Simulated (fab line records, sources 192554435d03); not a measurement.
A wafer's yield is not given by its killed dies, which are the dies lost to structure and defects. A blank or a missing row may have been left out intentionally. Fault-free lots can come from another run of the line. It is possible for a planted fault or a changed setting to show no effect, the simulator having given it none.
Which tool was responsible?	flow n5-finfet	7 lots with 21 wafers sampled at 4 steps, on a route of 1938 steps

## WHAT THE GAUGES SHOWED, per wafer
N5_BEOL_M13_OCD_MEAS_35.
lot	measured	on	trench-depth-nm (nm)
L574	day 11 09:24	ocd-02	415 423 413
L573	day 11 10:49	ocd-01	427 420 430
L576	day 12 02:28	ocd-01	470 462 469
L579	day 12 16:25	ocd-02	463 460 461
L582	day 13 20:43	ocd-02	401 411 399
L584	day 13 21:17	ocd-01	419 422 414
L585	day 14 01:09	ocd-01	421 416 417

## TOOL THAT RAN EACH LOT (tool first, then ch and the chambers of the sampled wafers, then the start)
lot	N5_BEOL_M12_DEP_53	N5_BEOL_M13_VIA_ETCH_16	N5_BEOL_M13_TRENCH_ETCH_34
L574	pecvd-04 ch 0,1, day 11 06:35	rie-diel-03 ch 1,3, day 11 07:29	rie-diel-05 ch 2,3, day 11 09:13
L573	pecvd-01 ch 1,2, day 11 08:25	rie-diel-03 ch 0,1,3, day 11 09:12	rie-diel-05 ch 1,2, day 11 10:38
L576	pecvd-04 ch 0,1, day 11 23:51	rie-diel-03 ch 1,2,3, day 12 00:43	rie-diel-05 ch 1,2,3, day 12 02:17
L579	pecvd-02 ch 1,2, day 12 12:17	rie-diel-06 ch 1,2,3, day 12 14:52	rie-diel-05 ch 0,3, day 12 16:15
L582	pecvd-02 ch 0,1, day 13 18:31	rie-diel-03 ch 0,1, day 13 19:17	rie-diel-06 ch 0,1, day 13 20:33
L584	pecvd-02 ch 0,1,2, day 13 18:49	rie-diel-05 ch 0,1,3, day 13 19:40	rie-diel-06 ch 2,3, day 13 21:06
L585	pecvd-01 ch 0,1, day 13 22:47	rie-diel-06 ch 0,3, day 13 23:32	rie-diel-03 ch 1,2, day 14 00:58
- N5_BEOL_M12_DEP_53: deposits SiCN from 3MS/NH3, target thk 30 nm, time 10.5 s.
- N5_BEOL_M13_VIA_ETCH_16: etches SiOC in C4F8/O2/Ar, target depth 921.7 nm.
- N5_BEOL_M13_TRENCH_ETCH_34: etches SiOC in C4F8/O2/Ar, target depth 413.47 nm, time 162.6 s.

## THE ANSWER, worked out from the rows above alone
Rule: usual is defined by the lots themselves. Put in order of their means at a reading, lots are off if they are a third of the lots or fewer, leave a main group of 4 or more, and stand apart from it by a gap of 3 or more times the standard deviation of the main group's means; of several such gaps the widest counts. A main group is skipped when, at the precision printed for the reading in the tables above, its means are all equal. Also off: a lot with no number at a reading for which 4 or more lots have one. All remaining lots with rows at the step are treated as sound.
Off: L576, L579 (N5_BEOL_M13_OCD_MEAS_35, trench-depth-nm). Main group: mean 417 nm, sd 7.1.
If a tool, at a process step before that reading, ran all the lots that are off and no sound lot after the first of them, it fits. Gauges at N5_BEOL_M13_OCD_MEAS_35: tried the same way as those tools. One fits: rie-diel-05 at N5_BEOL_M13_TRENCH_ETCH_34. Its last sound lot is L573 (day 11 10:38), its first lot that is off L576 (day 12 02:17): a fault that began between those two fits.

## WHAT WAS PUT IN BY THE SIMULATOR
Process parameter drift: rie-diel-05, from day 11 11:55 on, at N5_BEOL_M13_TRENCH_ETCH_34. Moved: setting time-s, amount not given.
Lots struck among those shown: L576, L579. The rule above found the same.
